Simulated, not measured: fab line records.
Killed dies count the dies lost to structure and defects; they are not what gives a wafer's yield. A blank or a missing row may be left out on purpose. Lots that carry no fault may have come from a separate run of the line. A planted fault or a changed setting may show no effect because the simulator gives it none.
Lot-split experiment	flow n5-finfet	21 wafers read from 7 lots, route of 1938 steps

SPLIT DETAILS
At N5_BEOL_M7_HM_DEP_02 (deposits TiN, target thk 20 nm), the setting target-thk-a was moved away from the recipe's 200 angstrom on 8 of the 21 wafers read, by -11.1% to +8.6%. All remaining wafers had this setting at the recipe value.

FROM THE SPLIT TO THE READING: what the file shows between them, 8 steps
- N5_BEOL_M7_COAT_60: time 60 s, resist thk 35 nm (also split here: spin-rpm)
- N5_BEOL_M7_COAT_05: resist thk 90 nm
- N5_BEOL_M7_EBR_07
- N5_BEOL_M7_DESCUM_16: chemistry O2, time 7.9 s
- N5_BEOL_M7_ETCH_61: etches SiARC in CF4, target depth 45.5 nm, time 75.8 s
- N5_BEOL_M7_ETCH_62: etches SOC in N2/H2, target depth 110 nm, overetch 22 nm, time 165 s
- N5_BEOL_M7_STRIP_68: strips in N2/H2
- N5_BEOL_M7_STRIP_67: strips in CF4

THE READING
etch.depth-nm (the simulator's own value, which no gauge read), in nm, at N5_BEOL_M7_HM_OPEN_17 (chemistry Cl2/BCl3, target TiN, target depth 20 nm, overetch 6 nm). No usual value for it is given in the file. The 13 wafers here that ran the recipe average 20.09 nm, standard deviation 0.13 nm.

wafer	tool, chamber at the split	target-thk-a as run, angstrom	against the recipe	etch.depth-nm, nm	against lot-mates on the recipe
L080.4	pvd-sputter-03, -	177.8	-11.1%	17.6	-2.43
L080.5	pvd-sputter-03, -	200	recipe	20.03	-
L080.6	pvd-sputter-03, -	177.8	-11.1%	17.55	-2.48
L084.2	pvd-sputter-02, -	200	recipe	20.17	-
L084.4	pvd-sputter-02, -	184	-8.0%	18.24	-1.82
L084.5	pvd-sputter-02, -	200	recipe	19.94	-
L086.1	pvd-sputter-03, -	200	recipe	20.32	-
L086.2	pvd-sputter-03, -	207.5	+3.8%	20.85	+0.53
L086.3	pvd-sputter-03, -	207.5	+3.8%	20.92	+0.60
L092.2	pvd-sputter-03, -	200	recipe	19.96	-
L092.4	pvd-sputter-03, -	200	recipe	20.19	-
L092.5	pvd-sputter-03, -	200	recipe	20.17	-
L093.3	pvd-sputter-01, -	200	recipe	19.93	-
L093.4	pvd-sputter-01, -	217.2	+8.6%	21.64	+1.70
L093.6	pvd-sputter-01, -	200	recipe	19.96	-
L094.1	pvd-sputter-03, -	188.5	-5.8%	18.71	-1.37
L094.5	pvd-sputter-03, -	188.5	-5.8%	18.85	-1.23
L094.6	pvd-sputter-03, -	200	recipe	20.08	-
L097.2	pvd-sputter-02, -	200	recipe	20.23	-
L097.4	pvd-sputter-02, -	200	recipe	19.95	-
L097.6	pvd-sputter-02, -	200	recipe	20.28	-

THE FIT
A straight line over all 21 wafers: etch.depth-nm changes by +0.217 nm for each +1% of target-thk-a; r = +0.99; the points scatter about the line by 0.14 nm.
The same after taking each lot's own level away (the mean of its wafers on the recipe; 21 wafers): +0.212 nm for each +1%; r = +0.99; scatter 0.12 nm.
According to that fit, moving target-thk-a by its largest amount changes the reading by 2.4 nm.
Measured against the standard deviation above, the lots' own levels, which go from 19.945 to 20.320 nm, span 2.8 times it.
Hence the lot-to-lot level has little effect on the slope; both slopes agree.
Check: -2.4 nm against its lot-mates is what the line predicts for one of the wafers moved furthest among these (-11.1%) when that wafer is left out of the fit. It came out at -2.43 nm against them.

ADDITIONAL SPLITS CARRIED BY THESE WAFERS
Other splits were also applied to these wafers ahead of the reading. Each is held against what the fit with the lots' levels taken away leaves over:
other split on the same wafers	wafers away from the commonest value	r with etch.depth-nm (lot level and that fit taken away)
N5_BEOL_M6_COAT_63 spin-rpm	9	+0.23
N5_BEOL_M7_COAT_60 spin-rpm	7	+0.26

THE WHOLE CHAIN: every reading that the file lists as answering this split, in the file's order
step	what it does	reading	change (the file's fit)	r (the file's)
N5_BEOL_M7_HM_DEP_02	deposits TiN, target thk 20 nm	TiN_of_BEOL_M7_HM_DEP_02.thk-nm (the simulator's own value, which no gauge read)	+0.209 nm for each +1% of the setting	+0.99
N5_BEOL_M7_HM_OPEN_17	chemistry Cl2/BCl3, target TiN, target depth 20 nm, overetch 6 nm	etch.depth-nm (the simulator's own value, which no gauge read)	+0.214 nm for each +1% of the setting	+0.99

THE FILE'S OWN FIT
etch.depth-nm changes by +0.214 nm for each +1% of target-thk-a, r = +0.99.
